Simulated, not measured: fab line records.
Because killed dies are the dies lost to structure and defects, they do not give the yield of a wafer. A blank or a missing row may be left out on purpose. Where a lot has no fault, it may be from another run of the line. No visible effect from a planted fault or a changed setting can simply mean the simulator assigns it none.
fab line records	flow n5_finfet
record: lots: 9	wafers: 27	last_day: 19
route steps=1938 shown SD_EPI_N@277 SD_EPI_P@302 BEOL_M4@1111
lots with no fault: from the same line, run without faults
start_h: hours from the record's opening day to when the first of the lot's shown wafers began	wait_h: how many hours have passed since the lot's step before this one	" as in the row above	L1.1+2: a single row standing in for several wafers	- no value, or no start was given	* or withheld: withheld	< > ~ a bound
route shown NAME@n: NAME is a module with steps in the file, n the number in the route of the first one	usual: mean/standard deviation of fault-free wafers	same: alike in all rows	chamber/n: place in a boat	sites: per-site readings	_std_site: standard deviation of those values	_edge_site: outer sites' mean less inner sites'	radius_mm: for every site, how far away it sits from the centre of the wafer	mask NAME#n: copy n	behind: the tool/chamber that last shaped the wafer	hold: reason for holding the lot/hours on hold/outcome of the hold	device: whichever transistor did not switch (one of n, p or np)	end of line: the tests these same wafers got at the end of their route	a step without rows: its recipe alone	killed: dies lost to structure and defects at the first sort, not the wafer's yield	map: per-die view of a wafer (x killed, . not killed, _ where there is no die)
set.NAME: setting as actually run; set.NAME@STEP: the setting as run at that earlier step	model.NAME: the simulator's own value behind a step, which no gauge read
steps of the route over a sample of lots; a table a step, a row a wafer
services: the hour from which a tool's chamber was out of use, counted from the record's first day as start_h (under 0 if before that day), plus the number of hours and why
== steps ==
step: N5_SD_EPI_N_ETCHBACK_44
recipe: chemistry: CH3F/O2	mode: anisotropic_etchback	target: SiNx	target_depth_a: 145	stop_on: SiO2	over_etch_frac: 0.3	ion_energy_ev: 120	pressure_mtorr: 30	source_w: 395	bias_w: 73	Ar_flow_sccm: 150	CH3F_flow_sccm: 30	O2_flow_sccm: 20
usual: drypump_motor_current_A: 5.8/0.4	oes_product_au: 0.69/0.054	rf_vpp_V: 298/3.7	showerhead_plenum_p_Torr: 2.03/0.056	throttle_valve_pct: 16.34/0.2
lot.wafer	tool	chamber	start_h	wait_h	drypump_motor_current_A	oes_product_au	rf_hours_counter_h	rf_vpp_V	showerhead_plenum_p_Torr	throttle_valve_pct
L266.1	rie_diel-04	2	63.32	0.0	5.4	0.63	161	300	2.07	16.75
L266.2	"	0	"	"	6.4	0.61	229	293	1.89	16.58
L266.4	"	3	"	"	6.5	0.67	144	304	2.09	16.12
L268.1	rie_diel-01	2	72.30	0.0	6.2	0.77	26	295	1.96	16.39
L268.3	"	0	"	"	5.7	0.76	36	303	2.12	16.27
L268.5	"	2	"	"	6.2	0.77	-	296	1.96	16.36
L269.3	rie_diel-01	2	80.55	0.0	6.3	0.77	30	296	1.96	16.37
L269.5	"	2	"	"	6.3	0.77	-	296	1.96	16.37
L269.6	"	1	"	"	5.7	0.74	-	301	2.04	16.25
L270.3	rie_diel-06	1	85.62	0.0	5.7	0.75	39	304	2.03	16.29
L270.5	"	2	"	"	5.1	0.64	-	302	2.09	16.18
L270.6	"	3	"	"	5.9	0.67	-	295	2.01	16.25
L272.1	rie_diel-01	0	100.26	0.0	5.7	0.74	46	303	2.11	16.30
L272.3	"	2	"	"	6.2	0.75	37	297	1.96	16.39
L272.4	"	3	"	"	5.6	0.67	111	299	2.02	16.45
L273.1	rie_diel-06	3	104.87	0.0	5.8	0.67	123	296	2.01	16.27
L273.4	"	1	"	"	5.7	0.74	48	304	2.03	16.31
L273.6	"	0	"	"	5.9	0.64	-	292	1.99	16.50
L275.2	rie_diel-06	1	116.48	0.0	5.7	0.74	51	303	2.03	16.31
L275.3	"	2	"	"	5.1	0.64	157	301	2.09	16.21
L275.6	"	1	"	"	5.7	0.74	-	305	2.03	16.30
L279.2	rie_diel-01	2	143.75	0.0	6.2	0.73	54	296	1.95	16.41
L279.4	"	1	"	"	5.7	0.71	78	296	2.03	16.31
L279.5	"	1	"	"	5.8	0.71	-	296	2.03	16.28
L286.1	rie_diel-01	0	216.02	0.0	5.8	0.71	77	302	2.10	16.37
L286.2	"	1	"	"	5.7	0.69	93	298	2.02	16.32
L286.3	"	3	"	"	5.6	0.65	142	298	2.01	16.52
step: N5_SD_EPI_N_ETCH_45
recipe: chemistry: CH3F/O2	target: SiOCN	target_depth_a: 60	mask_material: SOC	ion_energy_ev: 60	bias_w: 29	pressure_mtorr: 15	source_w: 410	Ar_flow_sccm: 150	CH3F_flow_sccm: 30	O2_flow_sccm: 20
usual: drypump_motor_current_A: 5.8/0.4	oes_product_au: 0.81/0.067	rf_vpp_V: 127.7/0.99	showerhead_plenum_p_Torr: 2.03/0.056	throttle_valve_pct: 23.33/0.22
lot.wafer	tool	chamber	start_h	wait_h	drypump_motor_current_A	oes_product_au	rf_hours_counter_h	rf_vpp_V	showerhead_plenum_p_Torr	throttle_valve_pct
L266.1	rie_diel-04	2	63.42	0.1	5.4	0.74	161	127.9	2.07	23.73
L266.2	"	0	"	"	6.4	0.72	229	129.3	1.88	23.41
L266.4	"	3	"	"	6.5	0.78	144	127.8	2.08	23.01
L268.1	rie_diel-01	2	72.40	0.1	6.2	0.91	26	127.3	1.95	23.47
L268.3	"	0	"	"	5.7	0.89	36	127.3	2.11	23.32
L268.5	"	2	"	"	6.3	0.90	-	126.6	1.96	23.45
L269.3	rie_diel-01	2	80.65	0.1	6.2	0.89	30	126.5	1.95	23.45
L269.5	"	2	"	"	6.2	0.91	-	128.8	1.95	23.47
L269.6	"	1	"	"	5.8	0.87	-	127.9	2.03	23.24
L270.3	rie_diel-06	1	85.72	0.1	5.7	0.88	39	128.7	2.03	23.30
L270.5	"	2	"	"	5.1	0.77	-	127.2	2.08	23.12
L270.6	"	3	"	"	5.9	0.78	-	128.8	2.01	23.27
L272.1	rie_diel-01	0	100.36	0.1	5.7	0.89	46	126.7	2.11	23.32
L272.3	"	2	"	"	6.3	0.91	37	125.5	1.95	23.46
L272.4	"	3	"	"	5.6	0.81	111	126.8	2.02	23.49
L273.1	rie_diel-06	3	104.97	0.1	5.9	0.77	123	128.1	2.00	23.30
L273.4	"	1	"	"	5.7	0.87	48	127.5	2.03	23.31
L273.6	"	0	"	"	6.0	0.75	-	127.1	1.98	23.46
L275.2	rie_diel-06	1	116.58	0.1	5.7	0.88	51	126.4	2.02	23.33
L275.3	"	2	"	"	5.0	0.75	157	128.4	2.08	23.14
L275.6	"	1	"	"	5.8	0.86	-	128.7	2.02	23.31
L279.2	rie_diel-01	2	143.85	0.1	6.2	0.87	54	126.5	1.95	23.50
L279.4	"	1	"	"	5.7	0.84	78	128.8	2.02	23.28
L279.5	"	1	"	"	5.8	0.85	-	127.6	2.02	23.28
L286.1	rie_diel-01	0	216.12	0.1	5.7	0.83	77	127.2	2.10	23.41
L286.2	"	1	"	"	5.8	0.81	93	128.3	2.02	23.27
L286.3	"	3	"	"	5.6	0.77	142	128.7	2.01	23.52
step: N5_SD_EPI_N_STRIP_38
recipe: chemistry: N2/H2	power_w: 1000	temp_c: 250	h2_frac: 0.65	overash_fraction: 0.3	pressure_mtorr: withheld	n2_flow_sccm: 1750	h2_flow_sccm: 3250
usual: drypump_motor_current_A: 5.93/0.18	h2_flow_sccm: 3249/10	heater_power_w: 346/37	oes_product_au: 0.763/0.012	temp_c: 250.00/0.22
lot.wafer	tool	chamber	start_h	wait_h	drypump_motor_current_A	h2_flow_sccm	heater_power_w	oes_product_au	rf_hours_counter_h	temp_c
L266.1	plasma_asher-02	1	63.69	0.1	5.70	3249	399	0.765	32	249.92
L266.2	"	0	"	"	5.89	3239	335	0.759	32	250.36
L266.4	"	1	"	"	5.77	3268	408	0.783	-	249.80
L268.1	plasma_asher-01	1	72.67	0.1	6.29	3251	314	0.778	88	250.07
L268.3	"	0	"	"	5.81	3244	310	0.762	-	249.72
L268.5	"	1	"	"	6.26	3251	325	0.779	-	249.62
L269.3	plasma_asher-01	0	80.93	0.1	5.85	3227	315	0.779	-	250.44
L269.5	"	1	"	"	6.20	3230	314	0.760	-	249.96
L269.6	"	0	"	"	5.88	3245	314	0.762	-	250.24
L270.3	plasma_asher-02	0	86.01	0.1	5.91	3243	345	0.739	-	250.29
L270.5	"	0	"	"	5.93	3249	334	0.779	-	249.91
L270.6	"	1	"	"	5.72	3252	405	0.760	-	250.31
L272.1	plasma_asher-01	0	100.63	0.1	5.82	3236	306	0.778	93	249.93
L272.3	"	1	"	"	6.21	3257	318	0.765	-	249.72
L272.4	"	0	"	"	5.89	3238	306	0.742	-	250.00
L273.1	plasma_asher-02	0	105.23	0.1	5.93	3256	330	0.768	40	250.16
L273.4	"	0	"	"	5.93	3258	329	0.754	-	250.01
L273.6	"	0	"	"	5.92	3260	334	0.764	-	249.85
L275.2	plasma_asher-01	1	116.85	0.1	6.24	3256	316	0.759	96	250.24
L275.3	"	0	"	"	5.84	3264	316	0.765	-	250.08
L275.6	"	0	"	"	5.84	3263	314	0.768	-	250.22
L279.2	plasma_asher-01	0	144.11	0.1	5.80	3258	302	0.763	102	249.50
L279.4	"	1	"	"	6.30	3259	325	0.772	-	249.77
L279.5	"	1	"	"	6.21	3250	323	0.761	-	250.14
L286.1	plasma_asher-02	1	216.40	0.1	5.80	3238	406	0.768	56	250.27
L286.2	"	0	"	"	5.92	3235	342	0.758	56	250.15
L286.3	"	0	"	"	5.90	3250	327	0.748	-	250.23
step: N5_SD_EPI_P_DEVELOP_08
recipe: develop_time_s: 30	developer: TMAH	resist: CAR-ArF-block	dev_temp_c: 23	rinse_liquid: diw	dry: air_spin
usual: exhaust_pa: 45.2/0.91
lot.wafer	tool	chamber	start_h	wait_h	exhaust_pa
L266.1	litho_track-01	0	67.19	-	44.4
L266.2	"	0	"	"	43.5
L266.4	"	0	"	"	45.6
L268.1	litho_track-01	0	76.17	-	45.6
L268.3	"	0	"	"	45.9
L268.5	"	0	"	"	46.9
L269.3	litho_track-01	0	84.68	-	45.6
L269.5	"	0	"	"	45.5
L269.6	"	0	"	"	44.8
L270.3	litho_track-01	0	89.75	-	45.8
L270.5	"	0	"	"	45.1
L270.6	"	0	"	"	45.5
L272.1	litho_track-01	0	104.01	-	44.3
L272.3	"	0	"	"	45.5
L272.4	"	0	"	"	44.9
L273.1	litho_track-04	0	108.73	-	47.5
L273.4	"	0	"	"	47.2
L273.6	"	0	"	"	46.9
L275.2	litho_track-04	0	120.38	-	45.3
L275.3	"	0	"	"	45.3
L275.6	"	0	"	"	45.7
L279.2	litho_track-04	0	147.59	-	44.2
L279.4	"	0	"	"	45.3
L279.5	"	0	"	"	44.2
L286.1	litho_track-05	0	219.93	-	45.1
L286.2	"	0	"	"	45.1
L286.3	"	0	"	"	43.4
step: N5_SD_EPI_P_CD_MEAS_09
recipe: target_cd_nm: 240	landing_energy_ev: 500	detector: se_inlens
usual: cd_nm: 240.1/0.61
same: landing_energy_ev: 500
lot.wafer	tool	chamber	start_h	wait_h	cd_nm
L266.1	cd_sem-03	0	67.25	-	239.7
L266.2	"	0	"	"	239.2
L266.4	"	0	"	"	240.2
L268.1	cd_sem-03	0	76.23	-	240.4
L268.3	"	0	"	"	240.4
L268.5	"	0	"	"	240.6
L269.3	cd_sem-01	0	84.74	-	239.7
L269.5	"	0	"	"	240.7
L269.6	"	0	"	"	239.4
L270.3	cd_sem-01	0	89.81	-	242.2
L270.5	"	0	"	"	240.5
L270.6	"	0	"	"	242.1
L272.1	cd_sem-03	0	104.07	-	242.3
L272.3	"	0	"	"	242.5
L272.4	"	0	"	"	240.1
L273.1	cd_sem-03	0	108.79	-	241.1
L273.4	"	0	"	"	241.3
L273.6	"	0	"	"	240.3
L275.2	cd_sem-03	0	120.44	-	240.2
L275.3	"	0	"	"	239.8
L275.6	"	0	"	"	240.5
L279.2	cd_sem-01	0	147.65	-	241.2
L279.4	"	0	"	"	240.6
L279.5	"	0	"	"	240.3
L286.1	cd_sem-02	0	219.99	-	240.6
L286.2	"	0	"	"	240.2
L286.3	"	0	"	"	239.5
step: N5_BEOL_M4_RC_MEAS_101
usual: DIBL_N: 36.5/1.2	DIBL_P: 36.5/1.6	IOFF_N: 0.162/0.023	IOFF_P: 0.221/0.03	ION_N: 678/8	ION_P: 466/6.3	SS_N: 71.6/0.46	SS_P: 73.3/0.57	VT_N: 249.2/2.6	VT_P: -249/3.3
lot.wafer	tool	chamber	start_h	wait_h	DIBL_N[mV/V]	DIBL_P[mV/V]	IOFF_N[nA/um]	IOFF_P[nA/um]	ION_N[uA/um]	ION_P[uA/um]	SS_N[mV/dec]	SS_P[mV/dec]	VT_N[mV]	VT_P[mV]
L268.1	prober-02	0	241.66	0.0	36.6	38.9	0.186	0.239	683	467	71.1	74.4	248.0	-248
L268.3	"	0	"	"	37.0	39.9	0.209	0.253	693	470	71.8	73.7	244.0	-245
L268.5	"	0	"	"	36.9	39.0	0.191	0.232	682	470	71.4	73.8	246.5	-248
L266.1	prober-02	0	242.59	0.4	35.9	36.2	0.143	0.197	676	470	71.2	73.5	251.3	-252
L266.2	"	0	"	"	38.2	38.8	0.187	0.249	691	468	71.9	74.2	247.9	-249
L266.4	"	0	"	"	34.9	34.9	0.126	0.177	664	458	71.0	73.4	253.5	-254
L269.3	prober-02	0	251.41	0.3	36.1	37.8	0.161	0.257	681	471	72.2	74.1	250.2	-245
L269.5	"	0	"	"	36.5	37.9	0.169	0.252	686	475	72.2	73.7	248.9	-245
L269.6	"	0	"	"	35.3	36.7	0.151	0.234	677	470	72.2	73.3	248.3	-245
L270.3	prober-01	0	257.31	0.3	35.5	36.4	0.156	0.206	684	467	71.7	72.9	251.6	-251
L270.5	"	0	"	"	35.6	35.9	0.150	0.193	678	459	71.8	73.1	252.3	-254
L270.6	"	0	"	"	34.5	34.3	0.128	0.184	677	465	71.5	73.3	252.6	-252
L272.1	prober-02	0	257.33	0.0	35.8	36.0	0.152	0.205	680	465	71.8	73.0	252.3	-252
L272.3	"	0	"	"	35.8	36.5	0.151	0.210	669	458	71.4	73.1	249.7	-250
L272.4	"	0	"	"	35.5	35.2	0.148	0.194	682	464	71.0	73.2	250.3	-252
L273.1	prober-02	0	265.30	0.0	37.9	37.1	0.180	0.229	680	463	71.7	73.1	246.5	-248
L273.4	"	0	"	"	38.1	36.4	0.169	0.214	674	460	71.5	73.1	248.7	-249
L273.6	"	0	"	"	38.1	37.2	0.179	0.227	678	468	72.0	72.6	247.2	-252
L275.2	prober-02	0	287.76	0.2	35.7	35.1	0.158	0.179	681	454	71.3	73.0	252.5	-254
L275.3	"	0	"	"	36.7	35.9	0.175	0.192	680	455	71.9	73.6	246.2	-254
L275.6	"	0	"	"	36.8	36.9	0.188	0.210	689	463	72.1	73.7	249.9	-250
L279.2	prober-02	0	312.46	0.2	36.4	36.0	0.158	0.192	674	459	72.3	73.2	247.5	-252
L279.4	"	0	"	"	35.2	34.9	0.139	0.184	671	460	71.1	73.0	249.5	-252
L279.5	"	0	"	"	35.3	34.5	0.131	0.173	667	463	71.5	72.2	254.4	-253
L286.1	prober-02	0	357.87	0.0	36.5	36.1	0.189	0.268	692	478	71.5	73.4	246.6	-241
L286.2	"	0	"	"	34.9	33.7	0.157	0.225	680	474	71.4	72.5	248.0	-245
L286.3	"	0	"	"	34.3	34.0	0.154	0.230	686	477	71.4	72.6	248.0	-246
== services ==
tool	chamber	start_h	hours	kind
rie_diel-04	1	106.06	2.9	repair
rie_diel-04	0	124.52	-	clean
rie_diel-04	0	124.52	-	consumable_replace:focus_ring
rie_diel-04	0	124.52	-	consumable_replace:showerhead
rie_diel-04	0	124.52	14.9	scheduled_down
rie_diel-04	0	124.52	14.9	vent_cycle
plasma_asher-02	-	143.29	3.5	pm
rie_diel-06	-	152.62	0.9	repair
plasma_asher-01	-	153.10	2.1	repair
rie_diel-01	0	161.28	4.4	repair
rie_diel-01	1	187.71	6.8	repair
rie_diel-06	1	214.42	9.5	repair
plasma_asher-01	-	216.33	2.8	pm
== key ==
first_sign: step: N5_SD_EPI_P_CD_MEAS_09	reading: cd_nm	direction: up	sigmas: 3.5	usual: 240.1	struck: 242.3
effect none on later readings
met_at N5_SD_EPI_P_DEVELOP_08
struck_lots L270,L272
struck_wafers L270.3,L270.6,L272.1,L272.3
not_acting_at N5_SD_EPI_N_ETCHBACK_44,N5_SD_EPI_N_ETCH_45,N5_SD_EPI_N_STRIP_38
onset_between 84.68 89.75
fault: kind: process_parameter_drift	tool: litho_track-01	chamber: -	onset_h: 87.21	steps: N5_SD_EPI_P_DEVELOP_08	channel: develop_time_s	offset: *	shape: step	end_h: 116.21	scope: struck_wafers_only	acts_in: *	stated: *
